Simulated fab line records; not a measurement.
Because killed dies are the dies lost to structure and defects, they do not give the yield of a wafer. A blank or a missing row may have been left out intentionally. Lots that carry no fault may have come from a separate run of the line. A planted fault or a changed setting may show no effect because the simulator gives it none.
fab line records -- flow n5-finfet
record: lots: 11, wafers: 30, last-day: 18
route steps=1938 shown BEOL_M5@1153
lots that met no fault: from a run of the same line without faults
start-h: hours from the record's first day to the start of the lot's first wafer shown -- wait-h: how many hours have passed since the lot's step before this one -- " identical to the entry in the row above -- L1.1+2: a row that stands for several wafers -- - either no value or no given start -- * or withheld: withheld -- < > ~ a bound
route shown NAME@n: NAME is a module with steps in the file, n the number in the route of the first one -- usual: mean/standard deviation taken from wafers without a fault -- same: alike in all rows -- chamber/n: place in a boat -- sites: each site's reading -- _std_site: standard deviation across them -- _edge_site: mean of outer sites minus mean of inner sites -- radius-mm: how far each site lies from the wafer's centre -- mask NAME#n: copy n -- behind: the tool/chamber that last shaped the wafer -- hold: why the lot went on hold/how many hours it stayed there/how the hold came to an end -- device: the n, p or np transistor that did not switch -- end of line: tests run on the same wafers once the route is complete -- for a step that has no rows: nothing shown but its recipe -- killed: dies lost to structure and defects at the first sort, not the wafer's yield -- map: per-die view of a wafer (x killed, . not killed, _ where there is no die)
set.NAME: the setting the step ran with; set.NAME@STEP: the setting that earlier step ran with -- model.NAME: the simulator's own value behind a step, which no gauge read
route steps across a sampled set of lots; one table per step, one row per wafer
services: from which hour (start-h, from the record's first day; less than 0 if before it) a tool's chamber was out of use, for how many hours, and why
== steps ==
step: N5_BEOL_M5_ETCH_67
recipe: chemistry: CF4, target: SiARC, target-depth-a: 156, mask-material: CAR-EUV, time-s: 26, ion-energy-ev: 80, pressure-mtorr: 40, source-w: 545, bias-w: 36, Ar_flow_sccm: 100, cf4-flow-sccm: 100, ends: cleared
usual: drypump-motor-current-A: 5.7/0.46, etch-rf-on-time-s: 26.4/0.91, oes-product-au: 0.67/0.073, rf-vpp-V: 184.1/1.1, showerhead-plenum-p-Torr: 2.14/0.06, throttle-valve-pct: 15.67/0.2
lot.wafer,tool,chamber,start-h,wait-h,drypump-motor-current-A,etch-rf-on-time-s,oes-product-au,rf-hours-counter-h,rf-vpp-V,showerhead-plenum-p-Torr,throttle-valve-pct
L469.3,rie-diel-03,2,184.53,0.0,5.3,25.2,0.81,3,184.3,2.11,15.19
L469.4,rie-diel-03,3,184.53,0.0,6.3,25.1,0.76,51,183.9,2.18,15.69
L469.6,rie-diel-03,2,184.53,0.0,5.3,25.2,0.82,-,181.7,2.11,15.19
L470.1,rie-diel-06,1,193.55,0.0,5.7,26.4,0.62,176,184.4,2.13,15.80
L470.3,rie-diel-06,2,193.55,0.0,6.0,26.8,0.59,222,183.5,2.11,15.84
L470.5,rie-diel-06,3,193.55,0.0,6.2,26.0,0.74,-,186.1,2.19,15.42
L473.2,rie-diel-03,3,222.12,0.0,6.5,25.2,0.75,64,185.1,2.17,15.72
L473.3,rie-diel-03,0,222.12,0.0,5.1,27.5,0.59,212,184.9,2.14,15.85
L473.6,rie-diel-03,3,222.12,0.0,6.4,25.2,0.75,-,184.1,2.17,15.72
L475.4,rie-diel-06,2,223.87,0.0,6.0,26.9,0.59,232,182.9,2.11,15.83
L475.5,rie-diel-06,3,223.87,0.0,6.2,26.6,0.72,-,184.9,2.18,15.44
L475.6,rie-diel-06,2,223.87,0.0,6.0,26.8,0.58,-,183.0,2.11,15.85
L478.1,rie-diel-04,1,239.93,0.0,5.2,25.9,0.60,218,184.9,2.11,15.64
L478.4,rie-diel-04,2,239.93,0.0,5.7,25.3,0.59,243,183.0,2.03,16.06
L478.6,rie-diel-04,3,239.93,0.0,5.2,27.1,0.71,-,182.9,2.09,15.52
L479.1,rie-diel-06,2,248.91,0.0,6.0,26.7,0.58,241,182.9,2.10,15.86
L479.4,rie-diel-06,1,248.91,0.0,5.7,26.4,0.61,196,184.4,2.12,15.87
L479.6,rie-diel-06,3,248.91,0.0,6.2,26.4,0.71,-,185.6,2.18,15.47
L484.1,rie-diel-06,0,281.33,0.0,5.2,27.8,0.66,106,182.8,2.08,15.54
L484.5,rie-diel-06,1,281.33,0.0,5.7,26.3,0.61,-,183.2,2.11,15.87
L484.6,rie-diel-06,0,281.33,0.0,5.2,27.6,0.66,-,182.8,2.08,15.56
L486.1,rie-diel-03,3,307.18,0.0,6.4,25.2,0.72,83,183.0,2.17,15.74
L486.2,rie-diel-03,0,307.18,0.0,5.1,27.3,0.58,232,184.0,2.13,15.89
L489.3,rie-diel-03,3,312.30,0.0,6.4,25.3,0.72,85,184.7,2.16,15.75
L489.5,rie-diel-03,1,312.30,0.0,5.4,27.3,0.70,-,185.2,2.25,15.62
L490.2,rie-diel-04,2,314.02,0.0,5.7,24.9,0.82,16,183.7,2.28,15.61
L490.5,rie-diel-04,2,314.02,0.0,5.7,25.0,0.82,-,184.1,2.28,15.64
L490.6,rie-diel-04,3,314.02,0.0,5.1,26.7,0.69,-,184.0,2.08,15.56
L492.2,rie-diel-03,3,323.90,0.0,6.4,25.2,0.72,92,184.5,2.16,15.78
L492.5,rie-diel-03,3,323.90,0.0,6.5,25.1,0.71,-,184.8,2.16,15.77
step: N5_BEOL_M5_ETCH_68
recipe: chemistry: N2/H2, target: SOC, target-depth-a: 800, overetch-a: 160, mask-material: SiARC, temp-c: 40, time-s: 120, ion-energy-ev: 200, pressure-mtorr: 30, source-w: 840, bias-w: 150, n2-flow-sccm: 200, h2-flow-sccm: 200
usual: drypump-motor-current-A: 5.7/0.45, oes-product-au: 0.61/0.062, rf-vpp-V: 523.9/2.2, run-length-s: 143.4/0.4, showerhead-plenum-p-Torr: 2.55/0.078, throttle-valve-pct: 17.93/0.28
lot.wafer,tool,chamber,start-h,wait-h,drypump-motor-current-A,oes-product-au,rf-hours-counter-h,rf-vpp-V,run-length-s,showerhead-plenum-p-Torr,throttle-valve-pct
L469.3,rie-diel-03,2,184.56,0.0,5.3,0.71,3,522.5,143.2,2.52,17.45
L469.4,rie-diel-03,3,184.56,0.0,6.4,0.67,51,523.8,143.6,2.62,18.35
L469.6,rie-diel-03,2,184.56,0.0,5.3,0.71,-,521.0,143.4,2.52,17.43
L470.1,rie-diel-06,1,193.58,0.0,5.7,0.56,176,524.2,143.3,2.53,18.03
L470.3,rie-diel-06,2,193.58,0.0,6.1,0.54,222,522.4,143.3,2.50,17.88
L470.5,rie-diel-06,3,193.58,0.0,6.2,0.68,-,525.7,142.6,2.59,17.74
L473.2,rie-diel-03,3,222.15,0.0,6.3,0.66,64,523.6,143.5,2.62,18.38
L473.3,rie-diel-03,0,222.15,0.0,5.1,0.54,212,522.3,143.8,2.54,18.05
L473.6,rie-diel-03,3,222.15,0.0,6.3,0.65,-,523.4,143.5,2.62,18.37
L475.4,rie-diel-06,2,223.90,0.0,6.0,0.53,232,522.3,143.7,2.50,17.88
L475.5,rie-diel-06,3,223.90,0.0,6.2,0.65,-,525.7,142.7,2.59,17.76
L475.6,rie-diel-06,2,223.90,0.0,6.0,0.53,-,522.7,143.6,2.50,17.90
L478.1,rie-diel-04,1,239.95,0.0,5.2,0.54,218,526.1,143.4,2.50,17.78
L478.4,rie-diel-04,2,239.95,0.0,5.7,0.52,243,518.1,143.9,2.42,18.50
L478.6,rie-diel-04,3,239.95,0.0,5.1,0.65,-,521.9,143.7,2.48,17.81
L479.1,rie-diel-06,2,248.93,0.0,6.0,0.52,241,523.1,143.5,2.50,17.90
L479.4,rie-diel-06,1,248.93,0.0,5.7,0.56,196,523.6,143.3,2.52,18.07
L479.6,rie-diel-06,3,248.93,0.0,6.2,0.65,-,525.6,142.4,2.59,17.79
L484.1,rie-diel-06,0,281.36,0.0,5.2,0.62,106,522.0,143.1,2.44,17.56
L484.5,rie-diel-06,1,281.36,0.0,5.7,0.55,-,522.8,143.1,2.52,18.09
L484.6,rie-diel-06,0,281.36,0.0,5.2,0.62,-,522.4,143.4,2.44,17.57
L486.1,rie-diel-03,3,307.21,0.0,6.4,0.64,83,524.1,143.6,2.61,18.41
L486.2,rie-diel-03,0,307.21,0.0,5.1,0.63,232,523.0,126.5,2.53,18.10
L489.3,rie-diel-03,3,312.32,0.0,6.3,0.74,85,524.5,126.2,2.61,18.42
L489.5,rie-diel-03,1,312.32,0.0,5.4,0.64,-,528.6,143.3,2.68,17.83
L490.2,rie-diel-04,2,314.05,0.0,5.7,0.71,16,528.0,144.2,2.73,18.15
L490.5,rie-diel-04,2,314.05,0.0,5.7,0.72,-,528.5,143.8,2.73,18.15
L490.6,rie-diel-04,3,314.05,0.0,5.1,0.63,-,521.6,143.1,2.47,17.86
L492.2,rie-diel-03,3,323.94,0.0,6.3,0.73,92,525.5,126.0,2.60,18.44
L492.5,rie-diel-03,3,323.94,0.0,6.4,0.63,-,524.2,143.7,2.60,18.42
step: N5_BEOL_M5_ETCH_41
recipe: chemistry: CH3F/O2, target: SiCN, target-depth-a: 315, taper-deg: 2, time-s: 56.7, ion-energy-ev: 120, mask-material: TiN, pressure-mtorr: 30, source-w: 395, bias-w: 75, Ar_flow_sccm: 150, CH3F_flow_sccm: 30, O2_flow_sccm: 20
usual: drypump-motor-current-A: 5.7/0.45, oes-product-au: 0.79/0.085, rf-vpp-V: 297.3/1.4, run-length-s: 80.1/0.37, showerhead-plenum-p-Torr: 2.00/0.065, throttle-valve-pct: 16.38/0.19
lot.wafer,tool,chamber,start-h,wait-h,drypump-motor-current-A,oes-product-au,rf-hours-counter-h,rf-vpp-V,run-length-s,showerhead-plenum-p-Torr,throttle-valve-pct
L469.3,rie-diel-03,2,-,-,5.3,0.95,3,296.8,80.2,1.97,15.90
L469.4,rie-diel-03,3,-,-,6.4,0.89,51,297.7,80.1,2.05,16.49
L469.6,rie-diel-03,2,-,-,5.3,0.95,-,297.3,79.9,1.97,15.91
L470.1,rie-diel-06,1,-,-,5.7,0.74,176,298.2,79.6,1.97,16.45
L470.3,rie-diel-06,2,-,-,6.0,0.70,222,297.1,80.0,1.97,16.47
L470.5,rie-diel-06,3,-,-,6.2,0.88,-,297.3,79.4,2.05,16.21
L473.2,rie-diel-03,3,-,-,6.4,0.87,64,299.2,80.1,2.04,16.51
L473.3,rie-diel-03,0,-,-,5.1,0.71,212,296.9,80.4,1.99,16.53
L473.6,rie-diel-03,3,-,-,6.4,0.87,-,298.8,80.2,2.04,16.51
L475.4,rie-diel-06,2,-,-,6.0,0.67,232,296.8,80.4,1.96,16.51
L475.5,rie-diel-06,3,-,-,6.2,0.86,-,297.3,80.0,2.05,16.24
L475.6,rie-diel-06,2,-,-,6.0,0.68,-,295.9,80.2,1.96,16.51
L478.1,rie-diel-04,1,-,-,5.2,0.70,218,297.0,79.9,1.98,16.39
L478.4,rie-diel-04,2,-,-,5.7,0.69,243,294.7,80.3,1.90,16.81
L478.6,rie-diel-04,3,-,-,5.1,0.85,-,297.6,80.0,1.95,16.24
L479.1,rie-diel-06,2,-,-,6.0,0.67,242,294.7,80.2,1.96,16.53
L479.4,rie-diel-06,1,-,-,5.7,0.73,197,297.5,79.8,1.96,16.48
L479.6,rie-diel-06,3,-,-,6.2,0.84,-,297.8,79.4,2.05,16.24
L484.1,rie-diel-06,0,-,-,5.2,0.78,106,296.5,80.6,1.92,16.16
L484.5,rie-diel-06,1,-,-,5.7,0.71,-,296.3,80.0,1.96,16.49
L484.6,rie-diel-06,0,-,-,5.2,0.78,-,295.3,80.1,1.92,16.16
L486.1,rie-diel-03,3,-,-,6.4,0.86,83,299.9,80.2,2.04,16.56
L486.2,rie-diel-03,0,-,-,5.1,0.69,232,296.2,80.8,1.99,16.58
L489.3,rie-diel-03,3,-,-,6.4,0.84,86,297.0,80.3,2.04,16.55
L489.5,rie-diel-03,1,-,-,5.4,0.85,-,299.2,79.8,2.12,16.40
L490.2,rie-diel-04,2,-,-,5.7,0.94,17,299.1,80.7,2.14,16.40
L490.5,rie-diel-04,2,-,-,5.7,0.94,-,299.5,80.4,2.14,16.41
L490.6,rie-diel-04,3,-,-,5.1,0.80,-,295.4,79.9,1.94,16.31
L492.2,rie-diel-03,3,-,-,6.4,0.84,92,297.2,80.4,2.03,16.56
L492.5,rie-diel-03,3,-,-,6.3,0.83,-,299.2,80.4,2.03,16.56
step: N5_BEOL_M5_SURFACE_TREAT_87
recipe: gas: Ar, time-s: *, ion-energy-ev: *, ion-current-ma-cm2: 0.5, pressure-mtorr: *, ar-flow-sccm: 30
usual: throttle-valve-pct: *
lot.wafer,tool,chamber,start-h,wait-h,throttle-valve-pct
L469.3,pvd-sputter-03,-,186.27,0.2,*
L469.4,pvd-sputter-03,-,186.27,0.2,*
L469.6,pvd-sputter-03,-,186.27,0.2,*
L470.1,pvd-sputter-02,-,195.15,0.2,*
L470.3,pvd-sputter-02,-,195.15,0.2,*
L470.5,pvd-sputter-02,-,195.15,0.2,*
L473.2,pvd-sputter-01,-,223.84,0.2,*
L473.3,pvd-sputter-01,-,223.84,0.2,*
L473.6,pvd-sputter-01,-,223.84,0.2,*
L475.4,pvd-sputter-03,-,225.15,0.1,*
L475.5,pvd-sputter-03,-,225.15,0.1,*
L475.6,pvd-sputter-03,-,225.15,0.1,*
L478.1,pvd-sputter-01,-,241.61,0.4,*
L478.4,pvd-sputter-01,-,241.61,0.4,*
L478.6,pvd-sputter-01,-,241.61,0.4,*
L479.1,pvd-sputter-03,-,250.25,0.2,*
L479.4,pvd-sputter-03,-,250.25,0.2,*
L479.6,pvd-sputter-03,-,250.25,0.2,*
L484.1,pvd-sputter-01,-,282.69,0.2,*
L484.5,pvd-sputter-01,-,282.69,0.2,*
L484.6,pvd-sputter-01,-,282.69,0.2,*
L486.1,pvd-sputter-01,-,310.23,1.5,*
L486.2,pvd-sputter-01,-,310.23,1.5,*
L489.3,pvd-sputter-02,-,314.69,0.2,*
L489.5,pvd-sputter-02,-,314.69,0.2,*
L490.2,pvd-sputter-03,-,315.72,0.3,*
L490.5,pvd-sputter-03,-,315.72,0.3,*
L490.6,pvd-sputter-03,-,315.72,0.3,*
L492.2,pvd-sputter-03,-,325.91,0.2,*
L492.5,pvd-sputter-03,-,325.91,0.2,*
== services ==
tool,chamber,start-h,hours,kind
rie-diel-03,2,161.15,-,clean
rie-diel-03,2,161.15,-,consumable-replace:focus-ring
rie-diel-03,2,161.15,13.2,scheduled-down
rie-diel-03,2,161.15,13.2,vent-cycle
rie-diel-04,-,188.17,14.6,pm
rie-diel-03,-,239.00,15.6,pm
rie-diel-04,2,254.55,-,clean
rie-diel-04,2,254.55,-,consumable-replace:focus-ring
rie-diel-04,2,254.55,-,consumable-replace:showerhead
rie-diel-04,2,254.55,11.3,scheduled-down
rie-diel-04,2,254.55,11.3,vent-cycle
rie-diel-06,0,267.66,4.5,repair
rie-diel-06,2,272.21,-,clean
rie-diel-06,2,272.21,-,consumable-replace:focus-ring
rie-diel-06,2,272.21,23.9,scheduled-down
rie-diel-06,2,272.21,23.9,vent-cycle
rie-diel-04,3,278.44,4.5,repair
rie-diel-03,2,296.51,115.9,repair
rie-diel-04,3,296.85,3.5,repair
== key ==
first-sign: step: N5_BEOL_M5_ETCH_68, reading: run-length-s, direction: down, sigmas: 43, usual: *, struck: *
effect none on later readings
met-at N5_BEOL_M5_ETCH_68
struck-lots L486,L489,L492
struck-wafers L486.2,L489.3,L492.2
not-acting-at N5_BEOL_M5_ETCH_67,N5_BEOL_M5_ETCH_41,N5_BEOL_M5_SURFACE_TREAT_87
onset-between 222.15 307.21
fault: kind: process-parameter-drift, tool: rie-diel-03, chamber: -, onset-h: 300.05, steps: N5_BEOL_M5_ETCH_68, channel: time-s, offset: *, shape: step, end-h: 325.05, scope: struck-wafers-only, acts-in: *, stated: *
